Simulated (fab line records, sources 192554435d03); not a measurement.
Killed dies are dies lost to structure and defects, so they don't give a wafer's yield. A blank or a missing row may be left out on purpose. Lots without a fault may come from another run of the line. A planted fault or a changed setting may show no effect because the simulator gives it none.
Split-lot experiment | flow n5_finfet | 7 lots, 21 wafers read, on a route of 1938 steps

THE SPLIT
At N5_BEOL_M8_COAT_22 (resist thk 30 nm), the setting spin_rpm was moved away from the recipe's 1500 rpm on 6 of the 21 wafers read, by -11.2% to +6.8%. The other wafers ran this setting at the recipe's value.

FROM THE SPLIT TO THE READING: what the file shows between them, 4 steps
- N5_BEOL_M8_EBR_24
- N5_BEOL_M8_SOFTBAKE_23: time 60 s
- N5_BEOL_M8_EXPOSE_25: exposes mask V7, target cd 40 nm
- N5_BEOL_M8_PEB_26: peb time 60 s

THE READING
CAR-EUV_of_BEOL_M8_COAT_22.thk_nm (the simulator's own value, which no gauge read), in nm, at N5_BEOL_M8_DEVELOP_27 (develop time 30 s). The file gives no usual value for it. The 15 wafers here that ran the recipe average 29.5 nm, standard deviation 0.088 nm.

wafer  | tool, chamber at the split | spin_rpm as run, rpm | against the recipe | CAR-EUV_of_BEOL_M8_COAT_22.thk_nm, nm | against lot-mates on the recipe
L076.3 | litho_track-04, 0          | 1500                 | recipe             | 29.6                                  | -
L076.4 | litho_track-04, 0          | 1500                 | recipe             | 29.6                                  | -
L076.6 | litho_track-04, 0          | 1332                 | -11.2%             | 31.4                                  | +1.8
L079.1 | litho_track-01, 0          | 1500                 | recipe             | 29.6                                  | -
L079.4 | litho_track-01, 0          | 1500                 | recipe             | 29.6                                  | -
L079.6 | litho_track-01, 0          | 1500                 | recipe             | 29.6                                  | -
L086.1 | litho_track-04, 0          | 1602                 | +6.8%              | 28.8                                  | -0.8
L086.2 | litho_track-04, 0          | 1500                 | recipe             | 29.6                                  | -
L086.3 | litho_track-04, 0          | 1500                 | recipe             | 29.6                                  | -
L091.1 | litho_track-02, 0          | 1417                 | -5.5%              | 30.4                                  | +0.9
L091.2 | litho_track-02, 0          | 1500                 | recipe             | 29.6                                  | -
L091.4 | litho_track-02, 0          | 1500                 | recipe             | 29.4                                  | -
L094.1 | litho_track-02, 0          | 1500                 | recipe             | 29.4                                  | -
L094.2 | litho_track-02, 0          | 1500                 | recipe             | 29.4                                  | -
L094.6 | litho_track-02, 0          | 1500                 | recipe             | 29.4                                  | -
L092.2 | litho_track-01, 0          | 1390                 | -7.3%              | 30.8                                  | +1.2
L092.4 | litho_track-01, 0          | 1390                 | -7.3%              | 30.6                                  | +1.0
L092.6 | litho_track-01, 0          | 1500                 | recipe             | 29.6                                  | -
L096.1 | litho_track-02, 0          | 1500                 | recipe             | 29.6                                  | -
L096.6 | litho_track-02, 0          | 1500                 | recipe             | 29.6                                  | -
L096.2 | litho_track-02, 0          | 1569                 | +4.6%              | 28.8                                  | -0.8

THE FIT
A straight line over all 21 wafers: CAR-EUV_of_BEOL_M8_COAT_22.thk_nm changes by -0.152 nm for each +1% of spin_rpm; r = -0.98; the points scatter about the line by 0.11 nm.
The same after taking each lot's own level away (the mean of its wafers on the recipe; 21 wafers): -0.151 nm for each +1%; r = -0.99; scatter 0.078 nm.
On that fit, the largest move of spin_rpm shifts the reading by 1.7 nm.
The lots' own levels span 29.40 to 29.60 nm, that is 2.3 times the standard deviation above.
So the lot-to-lot level changes the slope little: the two slopes agree.
Check: with one of the wafers moved furthest among these (-11.2%) left out of the fit, the line predicts +1.65 nm for it against its lot-mates. It came out at +1.8 nm against them.

OTHER SPLITS ON THESE WAFERS
These wafers also went through other splits before the reading. Each is held against what the fit with the lots' levels taken away leaves over:
other split on the same wafers   | wafers away from the commonest value | r with CAR-EUV_of_BEOL_M8_COAT_22.thk_nm (lot level and that fit taken away)
N5_BEOL_M6_EXPOSE_25 dose_mj     | 7                                    | -0.39
N5_BEOL_M6_TRENCH_ETCH_37 bias_w | 9                                    | -0.19
N5_BEOL_M6_ETCH_41 time_s        | 8                                    | +0.30
N5_BEOL_M8_PECVD_70 time_s       | 5                                    | +0.47
N5_BEOL_M8_EXPOSE_08 dose_mj     | 9                                    | +0.05

THE WHOLE CHAIN: every reading that the file lists as answering this split, in the file's order
step                  | what it does      | reading                                                                            | change (the file's fit)               | r (the file's)
N5_BEOL_M8_COAT_22    | resist thk 30 nm  | CAR-EUV_of_BEOL_M8_COAT_22.thk_nm (the simulator's own value, which no gauge read) | -0.157 nm for each +1% of the setting | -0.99
N5_BEOL_M8_DEVELOP_27 | develop time 30 s | CAR-EUV_of_BEOL_M8_COAT_22.thk_nm (the simulator's own value, which no gauge read) | -0.153 nm for each +1% of the setting | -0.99

THE FILE'S OWN FIT
CAR-EUV_of_BEOL_M8_COAT_22.thk_nm changes by -0.153 nm for each +1% of spin_rpm, r = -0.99.
